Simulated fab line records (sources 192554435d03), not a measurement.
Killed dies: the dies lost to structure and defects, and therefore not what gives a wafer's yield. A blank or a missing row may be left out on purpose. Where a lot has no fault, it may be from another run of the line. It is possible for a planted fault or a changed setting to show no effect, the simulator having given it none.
A struck lot beside a sound one -- flow n5-finfet -- 36 steps out of a route of 1938
Sound: these wafers, L751.2, L751.5, L751.6. Struck: wafers L748.2, L748.6 (left out: L748.5, a lot-mate that was not struck); the cause follows at the end.
Order at every step that has rows: each side's tool, ch and its chambers, its first start. Under that, the readings that differ: sound wafers -- struck wafers -- difference of the means -- sigmas: that difference in standard deviations of wafers without a fault.
alike: a reading whose means differ by less than 2 such deviations, as well as words and numbers matching on both sides. not compared: withheld readings; readings where some wafer has no value; bounds like >300 that might hide an equal value; numbers whose values overlap and for which the record gives no deviation.
A row with sigmas, a row that says differs or no value, or rows on one side alone: a step with any of these is where the two part. When numbers do not overlap yet have no deviation, they are printed without sigmas and do not part them. Lack of a reading on every wafer of one side parts them only where that side has two or more wafers.

first, 8 steps without rows for these wafers: N5_MOL_CONTACT_COAG_SRD_139 (time 30 s); N5_MOL_CONTACT_COAG_PRE_CLEAN_121; N5_MOL_CONTACT_COAG_CVD_140 (deposits W, target thk 66.5 nm, time 215 s); N5_MOL_CONTACT_COAG_PRECLEAN_127 (cleans in DIW, time 57.5 s); N5_MOL_CONTACT_COAG_SRD_128 (dry time 32 s); N5_MOL_CONTACT_COAG_CMP_52 (polishes, stops on SiO2, t overpolish 1.5 s, target thk 66.5 nm); N5_MOL_CONTACT_COAG_ANNEAL_112 (time 1800 s); N5_BEOL_M0_SAQP_PECVD_00 (deposits SiCN from 3MS/NH3, target thk 8 nm, time 14 s).
N5_BEOL_M0_SAQP_ILD_DEP_01: deposits SiOC from DEMS/O2, target thk 45.419 nm, time 8.7 s.
  sound on pecvd-01 ch 0,1, day 10 05:06; struck on pecvd-03 ch 0, day 9 10:50
reading,sound,struck,difference,sigmas
model.SiOC_of_BEOL_M0_SAQP_ILD_DEP_01.thk-nm (nm),44.8 45.2 44.6,43 43.8,-1,
  alike: heater-power-w, showerhead-plenum-p-Torr, throttle-valve-pct
then, 25 steps without rows for these wafers: N5_BEOL_M0_SAQP_HM_DEP_02 (deposits TiN, target thk 12 nm); N5_BEOL_M0_SAQP_PECVD_03 (deposits SiCN from 3MS/NH3, target thk 12 nm, time 21.1 s); N5_BEOL_M0_SAQP_PECVD_96 (deposits a-Si from SiH4/He, target thk 45 nm, time 45.2 s); N5_BEOL_M0_SAQP_PECVD_97 (deposits SiNx from SiH4/NH3/N2, target thk 23 nm, time 19.9 s); N5_BEOL_M0_SAQP_PECVD_04 (deposits a-Si from SiH4/He, target thk 60 nm, time 60.2 s); N5_BEOL_M0_SAQP_HM_DEP_111 (deposits SiO2 from SiH4/N2O, target thk 12 nm, time 7.2 s); N5_BEOL_M0_SAQP_COAT_81 (time 60 s, resist thk 100 nm); N5_BEOL_M0_SAQP_COAT_82 (time 60 s, resist thk 30 nm); N5_BEOL_M0_SAQP_COAT_08 (resist thk 90 nm); N5_BEOL_M0_SAQP_EBR_10; N5_BEOL_M0_SAQP_SOFTBAKE_09 (time 60 s); N5_BEOL_M0_SAQP_EXPOSE_11 (exposes mask M0 CORE, target cd 42 nm); N5_BEOL_M0_SAQP_PEB_12 (peb time 60 s); N5_BEOL_M0_SAQP_DEVELOP_13 (develop time 30 s); N5_BEOL_M0_SAQP_DESCUM_19 (chemistry O2, time 7.9 s); N5_BEOL_M0_SAQP_ETCH_83 (etches SiARC in CF4, target depth 39 nm, time 65 s); N5_BEOL_M0_SAQP_ETCH_84 (etches SOC in N2/H2, target depth 100 nm, overetch 20 nm, time 150 s); N5_BEOL_M0_SAQP_STRIP_80 (strips in N2/H2); N5_BEOL_M0_SAQP_HM_OPEN_112 (chemistry CHF3/O2, target SiO2, stops on a-Si, target depth 12 nm, time 13.5 s); N5_BEOL_M0_SAQP_STRIP_113 (strips in CHF3/O2); N5_BEOL_M0_SAQP_MANDREL_ETCH_20 (etches a-Si in HBr/Cl2, stops on SiNx, target depth 60 nm, bt time 10 s, time 30 s); N5_BEOL_M0_SAQP_STRIP_86 (strips in N2/H2); N5_BEOL_M0_SAQP_STRIP_115 (strips in post etch residue remover, time 60 s); N5_BEOL_M0_SAQP_SRD_93 (time 30 s); N5_BEOL_M0_SAQP_RECESS_114 (chemistry HF/NH3, target SiO2, target depth 14.4 nm, afs cycles 3, sublimation time 60 s).
N5_BEOL_M0_CMP_120: polishes, stops on SiOC, t overpolish 6.9 s.
  sound on cmp-04 ch 0,3, day 10 19:59; struck on cmp-03 ch 2, day 10 03:10
reading,sound,struck,difference,sigmas
model.SiOC_of_BEOL_M0_SAQP_ILD_DEP_01.thk-nm (nm),38.6 39 38.4,37 37.8,-1,
  alike: barrier-field-endpoint-s, motor-current-A, overpolish-run-s, time-to-endpoint-s
N5_BEOL_M4_RC_MEAS_101:
  sound on prober-01 ch 0, day 12 11:35; struck on prober-01 ch 0, day 11 21:58
  alike: DIBL_N, DIBL_P, IOFF_N, IOFF_P, ION_N, ION_P, SS_N, SS_P, VT_N, VT_P

## WHERE THEY PART
Nowhere in this record.

WHY: what had been put in by the simulator
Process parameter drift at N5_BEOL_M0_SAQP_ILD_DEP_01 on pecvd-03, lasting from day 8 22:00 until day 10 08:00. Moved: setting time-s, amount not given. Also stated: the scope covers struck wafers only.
